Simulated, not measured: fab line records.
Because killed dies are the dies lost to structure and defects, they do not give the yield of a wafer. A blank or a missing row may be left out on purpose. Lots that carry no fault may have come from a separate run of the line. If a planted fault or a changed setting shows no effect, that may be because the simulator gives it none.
Comparing a struck lot with a sound one :: flow n5_finfet :: 16 out of 1938 route steps
Sound: these wafers, L867.3, L867.5. Struck: wafers L875.2, L875.5, L875.6. The cause comes at the end.
At each step with rows: each side's tool, then ch and its chambers, then its first start. Under that, the readings that differ: sound wafers :: struck wafers :: difference of the means :: sigmas: that difference in standard deviations of wafers without a fault.
alike: readings whose means differ by less than 2 such deviations, and words and numbers that are the same on both sides. not compared: withheld readings, readings that some wafer has no value for, bounds like >300 that may hide the same value, and numbers for which the record gives no deviation and whose values overlap.
The two part at a step that has a row with sigmas, a row that says differs or no value, or rows on one side only. Numbers that don't overlap but have no deviation are shown without sigmas and don't part them. A reading missing from all wafers of one side parts the sides only when that side holds two or more wafers.

first, 2 steps without rows for these wafers: N5_BEOL_M1_PRECLEAN_42 (cleans in residue remover, time 60 s); N5_BEOL_M1_SRD_43 (time 30 s).
N5_BEOL_M1_CD_MEAS_35: target cd 18 nm, target cd y 21 nm.
  sound on cd_sem-01 at day 6 20:26; struck on cd_sem-03 at day 9 01:27
  alike: cd_nm
then, 1 step without rows for these wafers: N5_BEOL_M1_DEGAS_44 (time 60 s).
N5_BEOL_M1_PRE_CLEAN_45: time 30 s.
  sound on pvd_sputter-02 at day 6 20:34; struck on pvd_sputter-03 at day 9 02:09
  alike: heater_power_w
N5_BEOL_M1_ALD_84: deposits TaN, pulse time 2 s, purge time 3 s, co reactant purge time 2 s.
  sound on ald_metal-03 ch 0, day 6 20:38; struck on ald_metal-03 ch 0,1,3, day 9 02:13
  alike: heater_power_w
then, 2 steps without rows for these wafers: N5_BEOL_M1_SURFACE_TREAT_85; N5_BEOL_M1_CVD_47 (deposits Co from CCTBA/H2, target thk 3 nm, time 223.8 s).
N5_BEOL_M1_SPUTTER_48: material Cu, target thk 4.5 nm, time 8.29 s.
  sound on pvd_sputter-02 at day 6 21:16; struck on pvd_sputter-02 at day 9 02:50
  alike: chamber_pressure_pa, chuck_gas_flow_sccm, chuck_sensor_temp_C, throttle_valve_pct
then, 1 step without rows for these wafers: N5_BEOL_M1_ANNEAL_49 (time 240 s).
N5_BEOL_M1_SPUTTER_79: material Cu, target thk 4.5 nm, time 8.29 s.
  sound on pvd_sputter-02 at day 6 21:29; struck on pvd_sputter-02 at day 9 03:03
  alike: chamber_pressure_pa, chuck_gas_flow_sccm, chuck_sensor_temp_C, throttle_valve_pct
N5_BEOL_M1_ANNEAL_80: time 240 s.
  sound on pvd_sputter-02 at day 6 21:34; struck on pvd_sputter-02 at day 9 03:08
  alike: heater_power_w
N5_BEOL_M1_SPUTTER_81: material Cu, target thk 4.5 nm, time 8.29 s.
  sound on pvd_sputter-02 at day 6 21:42; struck on pvd_sputter-02 at day 9 03:16
  no value came back on the struck wafers for chamber_pressure_pa (Pa), chuck_gas_flow_sccm (sccm), chuck_sensor_temp_C (C), throttle_valve_pct (%); on the sound wafers chamber_pressure_pa (Pa) reads 0.07023 0.06991
then, 1 step without rows for these wafers: N5_BEOL_M1_ANNEAL_82 (time 240 s).
N5_BEOL_M4_RC_MEAS_101:
  sound on prober-01 ch 0, day 8 05:52; struck on prober-01 ch 0, day 10 09:02
reading: DIBL_N (mV/V)
sound: 35.2 32.2
struck: 40.0 37.6 38.4
difference: +5.0
sigmas: +2

reading: DIBL_P (mV/V)
sound: 35.4 31.5
struck: 42.0 39.6 39.7
difference: +7.0
sigmas: +3

reading: IOFF_N (nA/um)
sound: 0.14 0.10
struck: 0.24 0.19 0.24
difference: +0.10
sigmas: +2

reading: IOFF_P (nA/um)
sound: 0.19 0.14
struck: 0.31 0.26 0.28
difference: +0.12
sigmas: +3

reading: SS_P (mV/dec)
sound: 73.5 71.8
struck: 75.7 73.9 75.1
difference: +2.2
sigmas: +3

reading: VT_P (mV)
sound: -253 -257
struck: -248 -248 -246
difference: +8
sigmas: +2
  alike: ION_N, ION_P, SS_N, VT_N
-- a jump in the record: the struck wafers' starts before and after are 4 days apart (it breaks off in module BEOL_M4 and resumes in module PASSIVATION, where the first step shown is number 1936 of the route) --
N5_PASSIVATION_PROBE_49:
  sound on prober-01 at day 12 15:18; struck on prober-01 at day 14 13:30
reading: killed_at_M4_up
sound: 10 7
struck: 17 17 22
difference: +10
sigmas: +2
  alike: defect_limited_yield, killed_at_M0_to_M3, killed_at_contacts, killed_at_front_end, killed_at_other, killed_dies, killed_open, killed_short, sort_bin_5_function, sort_bin_6_memory, sort_bin_8_speed, sort_n_pass, sort_yield_pct

WHERE THEY PART
At N5_BEOL_M1_SPUTTER_81 first; at N5_PASSIVATION_PROBE_49 last (within this record only).

WHY: what had been put in by the simulator
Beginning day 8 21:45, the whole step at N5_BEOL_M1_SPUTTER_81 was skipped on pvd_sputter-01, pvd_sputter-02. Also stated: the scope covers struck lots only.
